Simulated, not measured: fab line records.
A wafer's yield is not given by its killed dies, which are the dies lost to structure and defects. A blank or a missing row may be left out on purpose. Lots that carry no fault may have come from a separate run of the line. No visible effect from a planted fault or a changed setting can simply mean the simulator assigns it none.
One fault seen from 2 desks	flow n5Finfet	only its own numbers are on each desk; what lay behind them is given at the end

== METROLOGY DESK ==
What the gauges read for every lot (on any tool): the sampled wafers with a number, averaged. If a lot's mean is further than 4 standard deviations from the usual mean, the lot is out of limits and carries the mark OUT (the distance appears in the brackets).
Columns: A = cdNm at N5_PASSIVATION_CD_MEAS_10, usual 2998.5 nm; B = cdNm at N5_PASSIVATION_CD_MEAS_30, usual 3999.3 nm
lot	first seen here	A	B
L867	day 11 15:07	2998.9	3998.6
L868	day 12 02:23	2998.7	4001.3
L869	day 12 07:22	2996.5	3998.4
L870	day 12 12:03	3000.4	4001.4
L871	day 12 20:25	2996.7	4002.1
L876	day 13 23:49	2999.9	3999.4
L878	day 14 15:16	2998.6	3997.4
L879	day 15 11:10	2999.3	3999.5
L885	day 16 11:31	3001.1	3998.2
L889	day 17 18:23	2999.3	3998.2
This desk's verdict: no lot among the 10 shows anything out of limits.

== THE TOOL OWNER'S DESK: rieDiel-02 ==
The tool's own readings at N5_BEOL_M8_ETCH_72 (etches underlayer in N2/H2, target depth 6.5 nm, time 5.2 s): means of the sampled wafers that have a number, for each lot that ran on this tool. If a lot's mean is further than 4 standard deviations from the usual mean, the lot is out of limits and carries the mark OUT (the distance appears in the brackets).
Columns: A = drypumpMotorCurrentA at N5_BEOL_M8_ETCH_72, usual 5.5 A; B = etchRfOnTimeS at N5_BEOL_M8_ETCH_72, usual 5.15 s; C = oesProductAu at N5_BEOL_M8_ETCH_72, usual 0.69 a.u.; D = rfVppV at N5_BEOL_M8_ETCH_72, usual 524.4 V; E = showerheadPlenumPTorr at N5_BEOL_M8_ETCH_72, usual 2.56 Torr; F = throttleValvePct at N5_BEOL_M8_ETCH_72, usual 17.91 %
lot	first seen here	A	B	C	D	E	F
L868	day 9 11:00	5.7	5.10	0.69	522.8	2.54	17.91
L870	day 10 01:14	5.7	5.07	0.69	524.8	2.53	17.92
L869	day 10 03:26	5.7	5.09	0.69	523.0	2.53	17.93
L879	day 12 11:58	5.7	5.13	0.67	523.2	2.53	17.97
This desk's verdict: no lot among the 4 shows anything out of limits.

== BROUGHT TOGETHER ==
Nothing out of limits was seen by the metrology desk.
Nothing out of limits was seen by the tool owner's desk.

== WHAT THE SIMULATOR PUT IN ==
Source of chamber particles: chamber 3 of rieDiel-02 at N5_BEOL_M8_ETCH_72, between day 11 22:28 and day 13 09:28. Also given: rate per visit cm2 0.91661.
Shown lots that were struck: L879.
